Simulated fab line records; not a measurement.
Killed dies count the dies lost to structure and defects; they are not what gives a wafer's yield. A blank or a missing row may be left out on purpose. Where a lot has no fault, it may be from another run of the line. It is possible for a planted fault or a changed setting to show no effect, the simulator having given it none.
fab line records	flow n5_finfet
record lots=24	wafers=72	last_day=18
route steps=1938 shown BEOL_M0@737 BEOL_M1@753
lots that met no fault: from a run of the same line without faults
start_h: hours from the record's first day to the start of the lot's first wafer shown	wait_h: how many hours have passed since the lot's step before this one	" the same as in the row above	L1.1+2: one row covering several wafers at once	- either no value or no given start	* or withheld: withheld	< > ~ a bound
route shown NAME@n: NAME is a module with steps in the file, n the number in the route of the first one	usual: the fault-free wafers' mean and standard deviation	same: alike in all rows	chamber/n: place in a boat	sites: readings site by site	_std_site: standard deviation of those values	_edge_site: the outer-site mean with the inner-site mean subtracted	radius_mm: how far each site lies from the wafer's centre	mask NAME#n: copy n	behind: the tool/chamber that last shaped the wafer	hold: reason for holding the lot/hours on hold/outcome of the hold	device: the transistor (n, p or np) that didn't switch	end of line: the tests these same wafers got at the end of their route	a step with no rows: only its recipe	killed: at the first sort, the dies lost to defects and structure; wafer yield is something else	map: per-die view of a wafer (x killed, . not killed, _ where there is no die)
set.NAME: the setting as run; set.NAME@STEP: as run at that earlier step	model.NAME: the simulator's own value behind a step, which no gauge read
one table for each step of the route and one row for each wafer, over a sample of lots
services: when a tool's chamber went out of use (start_h, in hours from the record's first day, below 0 if earlier), for how many hours, and the reason
## steps
# step N5_BEOL_M0_ANNEAL_133
# recipe temp_c=400	time_s=60	ambient=vacuum
# usual heater_power_w=850/70	susceptor_temp_C_max=400.9/0.33
lot.wafer	tool	chamber	start_h	wait_h	heater_power_w	susceptor_temp_C_max
L074.2	pvd_sputter-03	-	121.87	0.0	813	400.8
L074.4	"	-	"	"	829	400.7
L074.6	"	-	"	"	953	401.0
L075.1	pvd_sputter-01	-	131.26	0.0	894	401.0
L075.4	"	-	"	"	898	400.8
L075.6	"	-	"	"	912	400.7
L076.3	pvd_sputter-01	-	133.22	0.0	881	400.7
L076.5	"	-	"	"	785	401.0
L076.6	"	-	"	"	747	400.3
L077.2	pvd_sputter-01	-	138.16	0.0	792	400.5
L077.4	"	-	"	"	733	401.1
L077.5	"	-	"	"	735	401.5
L078.1	pvd_sputter-02	-	141.35	0.0	980	400.8
L078.3	"	-	"	"	751	400.6
L078.4	"	-	"	"	866	401.2
L079.1	pvd_sputter-02	-	153.64	0.0	866	400.7
L079.3	"	-	"	"	900	401.3
L079.4	"	-	"	"	966	400.8
L080.2	pvd_sputter-02	-	154.16	0.0	744	400.5
L080.3	"	-	"	"	990	400.6
L080.6	"	-	"	"	757	401.2
L081.3	pvd_sputter-01	-	162.82	0.0	762	400.4
L081.5	"	-	"	"	734	401.2
L081.6	"	-	"	"	786	400.6
L082.4	pvd_sputter-03	-	165.64	0.0	922	401.0
L082.5	"	-	"	"	931	401.4
L082.6	"	-	"	"	862	400.7
L083.4	pvd_sputter-03	-	175.78	0.0	935	401.4
L083.5	"	-	"	"	828	401.0
L083.6	"	-	"	"	822	400.9
L085.2	pvd_sputter-01	-	183.21	0.0	934	400.8
L085.3	"	-	"	"	741	400.9
L085.5	"	-	"	"	729	400.8
L084.3	pvd_sputter-01	-	184.13	0.0	735	401.0
L084.4	"	-	"	"	906	400.8
L084.5	"	-	"	"	788	401.4
L086.1	pvd_sputter-03	-	191.20	0.0	834	401.5
L086.3	"	-	"	"	837	400.6
L086.5	"	-	"	"	795	400.2
L087.1	pvd_sputter-01	-	196.54	0.0	786	401.3
L087.3	"	-	"	"	887	400.7
L087.6	"	-	"	"	730	400.5
L088.2	pvd_sputter-03	-	202.40	0.0	818	401.6
L088.4	"	-	"	"	790	401.2
L088.5	"	-	"	"	924	401.3
L089.4	pvd_sputter-03	-	207.58	0.0	818	400.8
L089.5	"	-	"	"	901	400.9
L089.6	"	-	"	"	799	400.5
L090.1	pvd_sputter-03	-	215.38	0.0	800	400.2
L090.3	"	-	"	"	817	401.0
L090.5	"	-	"	"	896	401.5
L091.3	pvd_sputter-03	-	220.63	0.0	782	400.6
L091.5	"	-	"	"	823	400.5
L091.6	"	-	"	"	910	401.0
L092.2	pvd_sputter-01	-	226.42	0.0	736	400.7
L092.3	"	-	"	"	897	400.8
L092.6	"	-	"	"	748	400.7
L093.2	pvd_sputter-03	-	231.50	0.0	837	401.3
L093.3	"	-	"	"	852	400.8
L093.5	"	-	"	"	919	401.0
L094.1	pvd_sputter-02	-	244.89	0.0	913	401.0
L094.5	"	-	"	"	889	401.7
L094.6	"	-	"	"	988	400.8
L095.1	pvd_sputter-02	-	249.68	0.0	905	401.5
L095.4	"	-	"	"	771	400.6
L095.5	"	-	"	"	992	400.6
L096.1	pvd_sputter-03	-	252.81	0.0	845	401.3
L096.2	"	-	"	"	818	400.4
L096.5	"	-	"	"	783	400.4
L097.2	pvd_sputter-03	-	262.00	0.0	825	401.1
L097.3	"	-	"	"	800	400.4
L097.5	"	-	"	"	807	400.8
# step N5_BEOL_M1_PECVD_72
# recipe material=SiO2	target_thk_a=160	temp_c=400	precursor=TEOS/O2	pressure_torr=5.5	rf_w=450	teos_flow_sccm=53.8	gas=O2	flow_sccm=3000	time_s=18
# usual heater_power_outer_w=452/71	heater_power_w=766/120	showerhead_plenum_p_Torr=8.78/0.073	throttle_valve_pct=22.5/1.3
lot.wafer	tool	chamber	start_h	wait_h	heater_power_outer_w	heater_power_w	showerhead_plenum_p_Torr	throttle_valve_pct
L074.2	pecvd-02	2	123.24	0.0	348	590	8.68	21.4
L074.4	"	0	"	"	488	779	8.75	22.0
L074.6	"	2	"	"	350	599	8.66	21.2
L075.1	pecvd-02	2	132.75	0.0	334	588	8.67	21.0
L075.4	"	0	"	"	470	748	8.76	22.1
L075.6	"	2	"	"	333	576	8.67	21.2
L076.3	pecvd-02	2	134.79	0.0	373	635	8.68	21.1
L076.5	"	0	"	"	463	724	8.76	22.0
L076.6	"	2	"	"	375	617	8.67	21.4
L077.2	pecvd-01	2	139.84	0.0	407	693	8.66	21.3
L077.4	"	1	"	"	490	852	8.75	20.2
L077.5	"	0	"	"	356	664	8.72	23.5
L078.1	pecvd-04	1	142.88	0.0	545	954	8.83	25.1
L078.3	"	0	"	"	522	847	8.80	23.0
L078.4	"	2	"	"	503	829	8.75	22.9
L079.1	pecvd-02	2	155.01	0.0	398	687	8.68	21.3
L079.3	"	0	"	"	467	752	8.76	22.0
L079.4	"	0	"	"	473	742	8.75	22.1
L080.2	pecvd-01	0	155.54	0.0	390	723	8.75	23.5
L080.3	"	1	"	"	542	913	8.77	19.9
L080.6	"	0	"	"	385	704	8.73	23.5
L081.3	pecvd-04	1	164.42	0.0	528	967	8.84	24.8
L081.5	"	1	"	"	517	977	8.84	24.8
L081.6	"	0	"	"	585	931	8.80	23.0
L082.4	pecvd-01	2	167.04	0.1	417	679	8.68	21.4
L082.5	"	1	"	"	546	904	8.79	20.3
L082.6	"	0	"	"	336	643	8.77	23.3
L083.4	pecvd-02	0	177.44	0.1	481	781	8.79	22.0
L083.5	"	2	"	"	360	612	8.68	21.2
L083.6	"	1	"	"	424	700	8.91	22.4
L085.2	pecvd-01	2	184.58	0.0	369	649	8.68	21.2
L085.3	"	0	"	"	444	780	8.74	23.7
L085.5	"	2	"	"	366	644	8.70	20.8
L084.3	pecvd-01	2	185.50	0.0	349	617	8.69	21.4
L084.4	"	2	"	"	364	606	8.69	21.3
L084.5	"	1	"	"	567	945	8.77	20.2
L086.1	pecvd-04	1	192.57	0.0	497	913	8.82	24.8
L086.3	"	0	"	"	569	898	8.81	23.4
L086.5	"	0	"	"	587	939	8.81	23.0
L087.1	pecvd-02	0	198.20	0.0	395	658	8.77	22.2
L087.3	"	1	"	"	462	739	8.92	22.7
L087.6	"	1	"	"	451	729	8.90	22.8
L088.2	pecvd-02	0	203.83	0.0	421	671	8.76	22.1
L088.4	"	2	"	"	365	634	8.65	21.3
L088.5	"	1	"	"	392	643	8.92	22.7
L089.4	pecvd-04	0	209.19	0.1	584	904	8.80	23.2
L089.5	"	0	"	"	584	921	8.79	23.3
L089.6	"	1	"	"	515	929	8.83	24.7
L090.1	pecvd-02	1	216.76	0.0	442	724	8.94	22.6
L090.3	"	1	"	"	455	726	8.90	22.8
L090.5	"	0	"	"	437	709	8.75	22.2
L091.3	pecvd-04	0	222.37	0.1	480	761	8.80	23.3
L091.5	"	0	"	"	487	784	8.80	23.0
L091.6	"	1	"	"	542	1006	8.84	24.9
L092.2	pecvd-04	0	227.81	0.0	483	768	8.80	23.5
L092.3	"	1	"	"	428	797	8.84	24.9
L092.6	"	1	"	"	425	812	8.85	24.9
L093.2	pecvd-04	1	232.87	0.0	448	823	8.83	24.9
L093.3	"	0	"	"	512	827	8.79	23.2
L093.5	"	1	"	"	452	859	8.82	24.7
L094.1	pecvd-01	0	246.26	0.0	365	670	8.78	23.6
L094.5	"	1	"	"	578	968	8.75	20.3
L094.6	"	2	"	"	345	600	8.69	21.3
L095.1	pecvd-04	1	251.06	0.0	449	844	8.84	25.2
L095.4	"	2	"	"	447	761	8.72	21.2
L095.5	"	1	"	"	443	867	8.82	24.8
L096.1	pecvd-02	1	254.18	0.0	396	653	8.92	22.7
L096.2	"	0	"	"	436	691	8.78	22.1
L096.5	"	2	"	"	404	677	8.70	21.7
L097.2	pecvd-04	2	264.29	0.0	452	769	8.72	20.7
L097.3	"	1	"	"	510	950	8.83	24.8
L097.5	"	1	"	"	535	938	8.83	25.1
# step N5_BEOL_M1_OVL_MEAS_12
# recipe points_per_wafer=522
# usual M1_OVL=0.5/0.62
lot.wafer	tool	chamber	start_h	wait_h	M1_OVL[nm]
L074.2	overlay-01	0	124.32	0.0	0.0
L074.4	"	0	"	"	-0.3
L074.6	"	0	"	"	0.6
L075.1	overlay-02	0	133.85	0.0	-0.4
L075.4	"	0	"	"	-0.3
L075.6	"	0	"	"	0.2
L076.3	overlay-02	0	137.08	0.0	0.7
L076.5	"	0	"	"	-0.1
L076.6	"	0	"	"	-0.6
L077.2	overlay-01	0	141.88	0.0	-0.1
L077.4	"	0	"	"	1.0
L077.5	"	0	"	"	0.7
L078.1	overlay-01	0	145.72	0.0	0.8
L078.3	"	0	"	"	0.7
L078.4	"	0	"	"	-0.1
L079.1	overlay-02	0	156.08	0.0	1.9
L079.3	"	0	"	"	1.7
L079.4	"	0	"	"	0.7
L080.2	overlay-02	0	156.35	0.0	-0.2
L080.3	"	0	"	"	-0.2
L080.6	"	0	"	"	-0.8
L081.3	overlay-01	0	164.93	0.0	-0.4
L081.5	"	0	"	"	0.9
L081.6	"	0	"	"	0.5
L082.4	overlay-01	0	167.64	0.0	1.2
L082.5	"	0	"	"	0.4
L082.6	"	0	"	"	0.3
L083.4	overlay-01	0	179.22	0.0	0.6
L083.5	"	0	"	"	0.4
L083.6	"	0	"	"	0.2
L085.2	overlay-02	0	185.22	0.0	0.4
L085.3	"	0	"	"	-0.1
L085.5	"	0	"	"	0.1
L084.3	overlay-02	0	187.39	0.0	0.9
L084.4	"	0	"	"	1.7
L084.5	"	0	"	"	0.0
L086.1	overlay-02	0	194.78	0.0	1.2
L086.3	"	0	"	"	1.1
L086.5	"	0	"	"	0.3
L087.1	overlay-01	0	199.34	0.0	1.1
L087.3	"	0	"	"	0.8
L087.6	"	0	"	"	0.2
L088.2	overlay-01	0	205.02	0.0	0.7
L088.4	"	0	"	"	0.1
L088.5	"	0	"	"	1.1
L089.4	overlay-02	0	211.34	0.0	0.4
L089.5	"	0	"	"	-0.9
L089.6	"	0	"	"	1.2
L090.1	overlay-01	0	218.13	0.0	0.5
L090.3	"	0	"	"	0.2
L090.5	"	0	"	"	0.3
L091.3	overlay-02	0	223.60	0.0	1.5
L091.5	"	0	"	"	1.2
L091.6	"	0	"	"	0.8
L092.2	overlay-01	0	228.95	0.0	0.6
L092.3	"	0	"	"	0.8
L092.6	"	0	"	"	0.2
L093.2	overlay-02	0	234.13	0.0	1.4
L093.3	"	0	"	"	-0.2
L093.5	"	0	"	"	0.9
L094.1	overlay-01	0	247.06	0.0	0.7
L094.5	"	0	"	"	1.0
L094.6	"	0	"	"	0.2
L095.1	overlay-02	0	251.82	0.0	0.0
L095.4	"	0	"	"	0.9
L095.5	"	0	"	"	1.2
L096.1	overlay-02	0	255.59	0.0	0.5
L096.2	"	0	"	"	1.3
L096.5	"	0	"	"	1.5
L097.2	overlay-01	0	264.99	0.0	0.8
L097.3	"	0	"	"	0.5
L097.5	"	0	"	"	1.3
# step N5_BEOL_M1_ETCHBACK_99
# recipe chemistry=CHF3	target=SiO2	target_depth_a=50	time_s=10.4	source_w=215	bias_w=47	Ar_flow_sccm=200	CHF3_flow_sccm=12	ion_energy_ev=100	pressure_mtorr=30
# usual drypump_motor_current_A=5.7/0.4	oes_product_au=0.77/0.078	rf_vpp_V=241/4.6	showerhead_plenum_p_Torr=2.15/0.075	throttle_valve_pct=17.13/0.2
lot.wafer	tool	chamber	start_h	wait_h	drypump_motor_current_A	oes_product_au	rf_hours_counter_h	rf_vpp_V	showerhead_plenum_p_Torr	throttle_valve_pct
L074.2	rie_diel-03	3	126.68	0.8	5.5	0.71	168	237	2.23	17.07
L074.4	"	1	"	"	5.7	0.80	125	249	2.18	16.93
L074.6	"	0	"	"	5.9	0.87	-	249	2.10	16.81
L075.1	rie_diel-04	2	137.28	2.1	5.8	0.74	150	235	2.16	17.09
L075.4	"	3	"	"	6.2	0.88	36	237	2.29	17.06
L075.6	"	0	"	"	5.5	0.70	-	237	2.06	17.34
L076.3	rie_diel-03	3	140.80	2.5	5.5	0.71	173	237	2.23	17.07
L076.5	"	0	"	"	5.9	0.87	-	251	2.10	16.82
L076.6	"	1	"	"	5.7	0.79	-	248	2.17	16.94
L077.2	rie_diel-02	3	146.63	2.5	4.9	0.74	192	241	2.04	17.34
L077.4	"	2	"	"	5.8	0.78	128	244	2.18	17.32
L077.5	"	2	"	"	5.8	0.76	-	240	2.17	17.33
L078.1	rie_diel-03	0	149.24	1.7	5.9	0.86	44	249	2.10	16.86
L078.3	"	3	"	"	5.5	0.72	175	237	2.23	17.07
L078.4	"	2	"	"	6.1	0.76	159	240	2.06	17.09
L079.1	rie_diel-03	3	158.07	0.6	5.5	0.71	178	236	2.23	17.07
L079.3	"	1	"	"	5.7	0.79	136	247	2.17	16.94
L079.4	"	0	"	"	5.9	0.86	-	250	2.10	16.84
L080.2	rie_diel-04	3	158.15	0.5	6.3	0.86	43	236	2.29	17.08
L080.3	"	0	"	"	5.5	0.70	215	237	2.05	17.36
L080.6	"	2	"	"	5.8	0.74	-	235	2.16	17.12
L081.3	rie_diel-02	3	178.07	11.9	4.9	0.74	200	239	2.03	17.34
L081.5	"	2	"	"	5.8	0.77	-	244	2.17	17.33
L081.6	"	1	"	"	6.4	0.67	-	238	2.14	17.28
L082.4	rie_diel-03	2	178.19	9.2	6.0	0.76	164	241	2.06	17.10
L082.5	"	1	"	"	5.7	0.78	-	248	2.17	16.95
L082.6	"	0	"	"	5.9	0.85	-	250	2.10	16.84
L083.4	rie_diel-04	2	190.00	3.4	5.8	0.74	166	236	2.15	17.12
L083.5	"	1	"	"	5.2	0.67	-	245	2.23	17.31
L083.6	"	0	"	"	5.5	0.70	-	237	2.05	17.37
L085.2	rie_diel-02	3	190.27	3.6	4.9	0.74	205	240	2.03	17.36
L085.3	"	1	"	"	6.3	0.66	249	239	2.14	17.28
L085.5	"	2	"	"	5.9	0.76	-	242	2.17	17.35
L084.3	rie_diel-04	3	190.47	1.9	6.3	0.85	52	238	2.29	17.09
L084.4	"	2	"	"	5.8	0.74	167	235	2.15	17.12
L084.5	"	0	"	"	5.5	0.70	-	237	2.05	17.36
L086.1	rie_diel-04	2	203.94	7.8	5.8	0.73	170	236	2.15	17.13
L086.3	"	1	"	"	5.2	0.66	243	244	2.22	17.32
L086.5	"	2	"	"	5.8	0.73	-	236	2.15	17.14
L088.2	rie_diel-02	2	207.31	1.0	5.8	0.76	148	241	2.17	17.35
L088.4	"	2	"	"	5.8	0.76	-	242	2.17	17.36
L088.5	"	0	"	"	5.7	0.95	-	242	2.20	16.76
L087.1	rie_diel-03	3	210.12	8.4	5.5	0.70	194	235	2.23	17.10
L087.3	"	2	"	"	6.0	0.75	175	240	2.05	17.13
L087.6	"	1	"	"	5.7	0.77	-	246	2.17	16.96
L089.4	rie_diel-02	2	214.61	2.0	5.9	0.77	-	242	2.17	17.37
L089.5	"	0	"	"	5.7	0.95	-	243	2.20	16.76
L089.6	"	3	"	"	4.9	0.73	-	239	2.03	17.40
L090.1	rie_diel-04	3	227.85	8.0	6.3	0.84	62	235	2.28	17.11
L090.3	"	0	"	"	5.5	0.69	230	238	2.05	17.36
L090.5	"	3	"	"	6.3	0.84	-	237	2.28	17.08
L091.3	rie_diel-02	2	233.14	8.0	5.9	0.75	157	241	2.16	17.37
L091.5	"	2	"	"	5.8	0.75	-	244	2.16	17.38
L091.6	"	1	"	"	6.3	0.97	-	237	2.14	16.86
L092.2	rie_diel-03	2	237.81	7.6	6.0	0.74	182	240	2.05	17.14
L092.3	"	0	"	"	5.9	0.84	68	250	2.09	16.87
L092.6	"	0	"	"	5.9	0.84	-	251	2.09	16.87
L093.2	rie_diel-02	3	240.80	5.3	4.9	0.72	222	239	2.03	17.38
L093.3	"	0	"	"	5.7	0.93	15	242	2.19	16.78
L093.5	"	2	"	"	5.8	0.75	-	242	2.16	17.37
L094.1	rie_diel-03	1	251.58	3.1	5.7	0.76	162	247	2.16	16.99
L094.5	"	1	"	"	5.7	0.76	-	247	2.16	16.98
L094.6	"	2	"	"	6.0	0.74	-	241	2.05	17.14
L095.1	rie_diel-02	3	261.03	8.0	4.9	0.72	229	240	2.02	17.41
L095.4	"	0	"	"	5.7	0.91	-	242	2.19	16.79
L095.5	"	2	"	"	5.8	0.74	-	242	2.16	17.39
L096.1	rie_diel-04	1	267.52	10.8	5.2	0.97	2	244	2.22	16.86
L096.2	"	2	"	"	5.8	0.72	190	235	2.14	17.17
L096.5	"	0	"	"	5.5	0.68	-	236	2.05	17.40
L097.2	rie_diel-03	0	267.59	1.3	5.9	0.82	77	250	2.09	16.88
L097.3	"	3	"	"	5.5	0.68	210	238	2.22	17.16
L097.5	"	3	"	"	5.5	0.68	-	237	2.22	17.14
# step N5_BEOL_M1_TRENCH_ETCH_37
# recipe chemistry=C4F6/O2	target_depth_a=552.07	target=SiOC	time_s=29	ion_energy_ev=250	pressure_mtorr=30	source_w=355	bias_w=185	Ar_flow_sccm=300	C4F6_flow_sccm=10	O2_flow_sccm=10
# usual O2_flow_sccm=10.00/0.032	drypump_motor_current_A=5.7/0.4	oes_product_au=0.77/0.079	rf_vpp_V=667/12	showerhead_plenum_p_Torr=2.84/0.096	throttle_valve_pct=20.92/0.2
lot.wafer	tool	chamber	start_h	wait_h	O2_flow_sccm	drypump_motor_current_A	oes_product_au	rf_hours_counter_h	rf_vpp_V	showerhead_plenum_p_Torr	throttle_valve_pct
L074.2	rie_diel-03	3	-	-	9.98	5.5	0.72	168	653	2.95	20.82
L074.4	"	1	"	"	9.99	5.7	0.80	125	683	2.88	20.71
L074.6	"	0	"	"	10.01	5.9	0.88	-	692	2.79	20.64
L075.1	rie_diel-04	2	-	-	9.97	5.8	0.74	151	652	2.86	20.90
L075.4	"	3	"	"	10.06	6.3	0.87	36	656	3.03	20.93
L075.6	"	0	"	"	9.90	5.5	0.71	-	656	2.72	21.11
L076.3	rie_diel-03	3	-	-	9.97	5.5	0.72	173	655	2.95	20.79
L076.5	"	0	"	"	10.02	5.9	0.86	-	692	2.78	20.64
L076.6	"	1	"	"	9.98	5.7	0.80	-	683	2.87	20.70
L077.2	rie_diel-02	3	-	-	9.98	4.9	0.75	192	663	2.70	21.10
L077.4	"	2	"	"	10.00	5.8	0.78	129	670	2.88	21.16
L077.5	"	2	"	"	10.00	5.9	0.78	-	670	2.88	21.17
L078.1	rie_diel-03	0	-	-	10.00	6.0	0.86	44	693	2.78	20.64
L078.3	"	3	"	"	9.96	5.5	0.71	175	655	2.95	20.83
L078.4	"	2	"	"	10.01	6.0	0.76	159	666	2.73	20.87
L079.1	rie_diel-03	3	-	-	9.97	5.5	0.71	178	655	2.95	20.83
L079.3	"	1	"	"	9.98	5.7	0.79	136	683	2.87	20.72
L079.4	"	0	"	"	10.01	5.9	0.86	-	691	2.78	20.65
L080.2	rie_diel-04	3	-	-	10.00	6.3	0.85	43	656	3.02	20.94
L080.3	"	0	"	"	9.99	5.5	0.69	215	657	2.72	21.15
L080.6	"	2	"	"	9.99	5.8	0.74	-	652	2.85	20.89
L081.3	rie_diel-02	3	-	-	9.96	4.9	0.75	200	664	2.70	21.11
L081.5	"	2	"	"	9.99	5.9	0.77	-	669	2.87	21.17
L081.6	"	1	"	"	10.01	6.4	0.66	-	658	2.83	21.02
L082.4	rie_diel-03	2	-	-	10.01	6.0	0.76	164	665	2.72	20.87
L082.5	"	1	"	"	10.02	5.7	0.78	-	682	2.87	20.74
L082.6	"	0	"	"	9.95	5.9	0.87	-	690	2.78	20.67
L083.4	rie_diel-04	2	-	-	9.99	5.8	0.73	167	655	2.85	20.90
L083.5	"	1	"	"	9.97	5.2	0.66	-	676	2.94	21.09
L083.6	"	0	"	"	10.02	5.5	0.70	-	655	2.72	21.15
L085.2	rie_diel-02	3	-	-	9.93	4.9	0.74	205	662	2.70	21.13
L085.3	"	1	"	"	10.07	6.4	0.66	249	657	2.83	21.03
L085.5	"	2	"	"	10.08	5.9	0.76	-	668	2.87	21.19
L084.3	rie_diel-04	3	-	-	10.01	6.3	0.85	52	655	3.02	20.94
L084.4	"	2	"	"	10.01	5.8	0.74	167	652	2.85	20.91
L084.5	"	0	"	"	10.03	5.5	0.70	-	655	2.72	21.14
L086.1	rie_diel-04	2	-	-	10.00	5.8	0.72	170	651	2.85	20.92
L086.3	"	1	"	"	10.01	5.2	0.67	243	676	2.94	21.12
L086.5	"	1	"	"	10.00	5.2	0.66	-	676	2.94	21.09
L088.2	rie_diel-02	2	-	-	9.99	5.9	0.76	148	669	2.87	21.19
L088.4	"	2	"	"	10.01	5.9	0.76	-	669	2.87	21.21
L088.5	"	0	"	"	10.03	5.7	0.95	-	669	2.90	20.59
L087.1	rie_diel-03	3	-	-	9.96	5.5	0.70	194	656	2.94	20.85
L087.3	"	2	"	"	10.02	6.1	0.75	175	666	2.72	20.89
L087.6	"	1	"	"	9.96	5.7	0.78	-	682	2.86	20.74
L089.4	rie_diel-02	2	-	-	9.98	5.9	0.76	-	668	2.87	21.19
L089.5	"	0	"	"	10.00	5.7	0.95	-	671	2.90	20.58
L089.6	"	3	"	"	10.01	4.9	0.72	-	663	2.69	21.12
L090.1	rie_diel-04	3	-	-	10.03	6.3	0.83	62	657	3.01	20.95
L090.3	"	0	"	"	10.00	5.5	0.69	230	654	2.71	21.14
L090.5	"	3	"	"	10.05	6.3	0.84	-	655	3.01	20.95
L091.3	rie_diel-02	2	-	-	10.02	5.9	0.76	157	669	2.86	21.20
L091.5	"	2	"	"	10.01	5.9	0.75	-	669	2.86	21.20
L091.6	"	1	"	"	10.02	6.4	0.97	-	658	2.83	20.72
L092.2	rie_diel-03	2	-	-	9.98	6.0	0.75	182	665	2.72	20.90
L092.3	"	0	"	"	9.98	5.9	0.82	68	691	2.77	20.67
L092.6	"	0	"	"	10.04	5.9	0.83	-	690	2.77	20.69
L093.2	rie_diel-02	3	-	-	9.96	4.9	0.73	222	661	2.69	21.16
L093.3	"	0	"	"	9.93	5.7	0.93	15	670	2.90	20.60
L093.5	"	2	"	"	9.99	5.9	0.76	-	668	2.86	21.21
L094.1	rie_diel-03	1	-	-	9.99	5.7	0.77	162	683	2.86	20.76
L094.5	"	1	"	"	10.00	5.7	0.77	-	682	2.86	20.77
L094.6	"	2	"	"	9.93	6.0	0.74	-	665	2.71	20.91
L095.1	rie_diel-02	3	-	-	10.05	4.9	0.72	229	664	2.69	21.16
L095.4	"	0	"	"	10.05	5.8	0.92	-	670	2.90	20.60
L095.5	"	2	"	"	10.01	5.9	0.75	-	669	2.86	21.21
L096.1	rie_diel-04	1	-	-	9.95	5.2	0.97	2	676	2.94	20.71
L096.2	"	2	"	"	9.97	5.8	0.72	190	650	2.84	20.95
L096.5	"	0	"	"	9.96	5.5	0.68	-	655	2.71	21.16
L097.2	rie_diel-03	0	-	-	10.00	5.9	0.83	77	691	2.77	20.69
L097.3	"	3	"	"	10.05	5.5	0.68	210	653	2.93	20.88
L097.5	"	3	"	"	10.05	5.5	0.69	-	653	2.93	20.86
# step N5_BEOL_M1_ALD_84
# recipe material=TaN	target_thk_a=*	temp_c=275	ald_precursor_family=PDMAT	ald_co_reactant=NH3	pressure_torr=3	carrier_flow_sccm=1500	pulse_time_s=2	purge_time_s=3	co_reactant_purge_time_s=2	co_reactant_pulse_time_s=3	ald_cycles=30	precursor_vessel_temp_c=75	precursor_vessel_pressure_torr=26.25	precursor_vessel_carrier_sccm=1000
# usual heater_power_outer_w=228/24	heater_power_w=409/36
lot.wafer	tool	chamber	start_h	wait_h	heater_power_outer_w	heater_power_w
L074.2	ald_metal-03	3	127.65	0.1	235	446
L074.4	"	0	"	"	274	431
L074.6	"	1	"	"	264	466
L075.1	ald_metal-03	3	138.43	0.0	248	456
L075.4	"	0	"	"	265	427
L075.6	"	3	"	"	246	449
L076.3	ald_metal-01	0	141.95	0.0	209	413
L076.5	"	2	"	"	209	368
L076.6	"	3	"	"	236	410
L077.2	ald_metal-03	3	147.36	0.0	247	446
L077.4	"	0	"	"	267	427
L077.5	"	2	"	"	205	359
L078.1	ald_metal-01	0	150.21	0.0	207	412
L078.3	"	3	"	"	228	408
L078.4	"	1	"	"	216	373
L079.1	ald_metal-02	0	158.89	0.1	200	411
L079.3	"	3	"	"	215	374
L079.4	"	1	"	"	211	388
L080.2	ald_metal-03	0	159.02	0.1	271	429
L080.3	"	3	"	"	240	461
L080.6	"	2	"	"	205	365
L081.3	ald_metal-03	3	178.93	0.1	246	468
L081.5	"	0	"	"	267	421
L081.6	"	3	"	"	241	463
L082.4	ald_metal-01	2	179.06	0.1	208	372
L082.5	"	3	"	"	229	411
L082.6	"	0	"	"	212	410
L083.4	ald_metal-03	1	191.18	0.1	265	465
L083.5	"	3	"	"	239	455
L083.6	"	2	"	"	204	362
L085.2	ald_metal-01	2	191.34	0.0	203	367
L085.3	"	0	"	"	213	405
L085.5	"	0	"	"	211	398
L084.3	ald_metal-02	0	191.82	0.0	209	399
L084.4	"	1	"	"	208	394
L084.5	"	3	"	"	217	363
L086.1	ald_metal-01	1	205.01	0.0	213	365
L086.3	"	2	"	"	204	369
L086.5	"	0	"	"	206	411
L088.2	ald_metal-03	1	208.14	0.0	261	469
L088.4	"	3	"	"	243	454
L088.5	"	1	"	"	256	466
L087.1	ald_metal-01	1	211.53	0.1	220	368
L087.3	"	0	"	"	209	398
L087.6	"	1	"	"	216	365
L089.4	ald_metal-03	3	217.52	0.1	237	449
L089.5	"	2	"	"	209	365
L089.6	"	1	"	"	261	475
L090.1	ald_metal-02	1	228.80	0.1	203	388
L090.3	"	3	"	"	215	377
L090.5	"	3	"	"	216	363
L091.3	ald_metal-03	3	234.32	0.1	249	445
L091.5	"	1	"	"	262	468
L091.6	"	2	"	"	210	363
L092.2	ald_metal-02	3	238.81	0.0	218	368
L092.3	"	1	"	"	201	387
L092.6	"	0	"	"	202	413
L093.2	ald_metal-03	0	241.69	0.0	268	422
L093.3	"	3	"	"	236	453
L093.5	"	0	"	"	271	423
L094.1	ald_metal-02	0	252.53	0.0	203	406
L094.5	"	1	"	"	211	400
L094.6	"	0	"	"	207	406
L095.1	ald_metal-01	1	263.68	0.0	217	361
L095.4	"	2	"	"	203	374
L095.5	"	0	"	"	209	396
L096.1	ald_metal-03	0	268.40	0.0	271	427
L096.2	"	1	"	"	258	476
L096.5	"	0	"	"	266	428
L097.2	ald_metal-02	2	268.42	0.1	265	449
L097.3	"	0	"	"	204	413
L097.5	"	0	"	"	206	400
## services
tool	chamber	start_h	hours	kind
ald_metal-02	2	104.32	27.5	repair
ald_metal-01	-	111.61	2.8	pm
pecvd-01	-	115.27	1.3	repair
rie_diel-04	3	116.29	12.9	repair
ald_metal-03	1	133.08	30.6	repair
ald_metal-03	3	150.70	3.3	repair
ald_metal-02	2	152.01	47.3	repair
pecvd-01	0	160.15	4.4	repair
pvd_sputter-02	-	162.27	23.5	repair
ald_metal-02	-	165.23	2.8	pm
ald_metal-01	1	165.80	31.0	repair
ald_metal-02	0	168.46	3.2	repair
rie_diel-02	0	174.77	-	clean
rie_diel-02	0	174.77	-	consumable_replace:focus_ring
rie_diel-02	0	174.77	19.6	scheduled_down
rie_diel-02	0	174.77	19.6	vent_cycle
rie_diel-04	0	176.83	7.2	repair
ald_metal-03	0	183.65	27.2	repair
pecvd-01	-	190.93	2.6	repair
rie_diel-02	1	194.32	-	clean
rie_diel-04	0	204.06	8.8	repair
pecvd-02	2	212.62	8.6	repair
ald_metal-02	3	255.11	24.7	repair
rie_diel-02	1	257.11	6.0	repair
## key
fault none
